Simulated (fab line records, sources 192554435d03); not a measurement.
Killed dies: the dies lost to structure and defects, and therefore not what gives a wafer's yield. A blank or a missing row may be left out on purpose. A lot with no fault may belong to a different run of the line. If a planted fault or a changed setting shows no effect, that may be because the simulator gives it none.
A struck lot beside a sound one	flow n5Finfet	20 out of 1938 route steps
Sound: the wafers L209.2, L209.4, L209.6. Wafers struck: L217.1, L217.2, L217.6. The cause is given at the end.
Each step with rows lists, per side, the tool, then ch with its chambers, then its first start. Under that, the readings that differ: sound wafers	struck wafers	difference of the means	sigmas: that difference in standard deviations of wafers without a fault.
alike: same words and numbers on both sides, and readings whose means sit less than 2 such deviations apart. not compared: any withheld reading, any reading some wafer has no value for, any bound like >300 that may hide the same value, and any number with overlapping values for which the record gives no deviation.
Wherever a step has rows on one side only, a row that says differs or no value, or a row with sigmas, the two part there. Numbers that don't overlap but have no deviation are shown without sigmas and don't part them. A reading that every wafer of one side lacks parts them only if that side has two wafers or more.

first, 8 steps without rows for these wafers: N5_BEOL_M11_SPUTTER_48 (material Cu, target thk 12 nm, time 2 s); N5_BEOL_M11_ECD_50 (material Cu, target thk 318 nm); N5_BEOL_M11_ANNEAL_51 (time 90 s); N5_BEOL_M11_CMP_52 (polishes, stops on SiCOH lowk, t overpolish 7 s, target thk 140 nm); N5_BEOL_M11_PRE_CLEAN_55 (time 15 s); N5_BEOL_M11_DEP_56 (deposits SiCN from 3MS/NH3, target thk 30 nm, time 10.5 s); N5_BEOL_M12_ILD_DEP_00 (deposits SiOC from DEMS/O2, target thk 658.92 nm, time 130.7 s); N5_BEOL_M12_COAT_58 (time 60 s, resist thk 89 nm).
N5_BEOL_M12_COAT_04: resist thk 400 nm.
  sound on lithoTrack-05 ch 0, day 11 18:51; struck on lithoTrack-05 ch 0, day 13 14:19
reading	sound	struck	difference	sigmas
spinSpeedRpm (rpm)	1622.9 1626.1 1624.8	1455.8 1457.1 1455.1	-168.6	-99 or more
model.coat_of_BEOL_M12_COAT_04.thkNm (nm)	399 400 400.6	423.2 425 424.6	+24.4	
  alike: chillPlateTempC
then, 8 steps without rows for these wafers: N5_BEOL_M12_EBR_06; N5_BEOL_M12_SOFTBAKE_05 (time 60 s); N5_BEOL_M12_EXPOSE_07 (exposes mask V11); N5_BEOL_M12_PEB_08 (peb time 90 s); N5_BEOL_M12_DEVELOP_09 (develop time 45 s); N5_BEOL_M12_HARDBAKE_14 (time 120 s); N5_BEOL_M12_DESCUM_15 (chemistry O2, time 7.9 s); N5_BEOL_M12_ETCH_59 (etches BARC in N2/H2, target depth 89 nm, overetch 26.7 nm, time 67.9 s).
N5_BEOL_M12_VIA_ETCH_16: etches SiOC in C4F8/O2/Ar, target depth 724.8 nm.
  sound on rieDiel-05 ch 1,2, day 11 19:25; struck on rieDiel-02 ch 0,2, day 13 14:52
reading	sound	struck	difference	sigmas
model.coat_of_BEOL_M12_COAT_04.thkNm (nm)	124 120.6 122.2	148.8 155.8 144.4	+27.4	
  alike: C4F8_flow_sccm, drypumpMotorCurrentA, oesProductAu, rfVppV, showerheadPlenumPTorr, throttleValvePct
N5_BEOL_M12_STRIP_63: strips in N2/H2.
  sound on plasmaAsher-01 ch 0,1, day 11 19:37; struck on plasmaAsher-02 ch 0,1, day 13 15:04
reading	sound	struck	difference	sigmas
heaterPowerW (W)	294 285 297	322 303 324	+24	+2
stripTimeToEndpointS (s)	42.7 41.8 42.3	49.3 51.2 48.2	+7.3	+9
  alike: drypumpMotorCurrentA, oesProductAu
  not compared: rfHoursCounterH
then, 1 step without rows for these wafers: N5_BEOL_M12_STRIP_64 (strips in N2/H2).

## WHERE THEY PART
Earliest at N5_BEOL_M12_COAT_04; latest, in this record, at N5_BEOL_M12_STRIP_63.

WHY: what the simulator had put in
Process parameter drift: lithoTrack-05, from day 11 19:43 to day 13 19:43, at N5_BEOL_M12_COAT_04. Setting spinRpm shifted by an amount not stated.
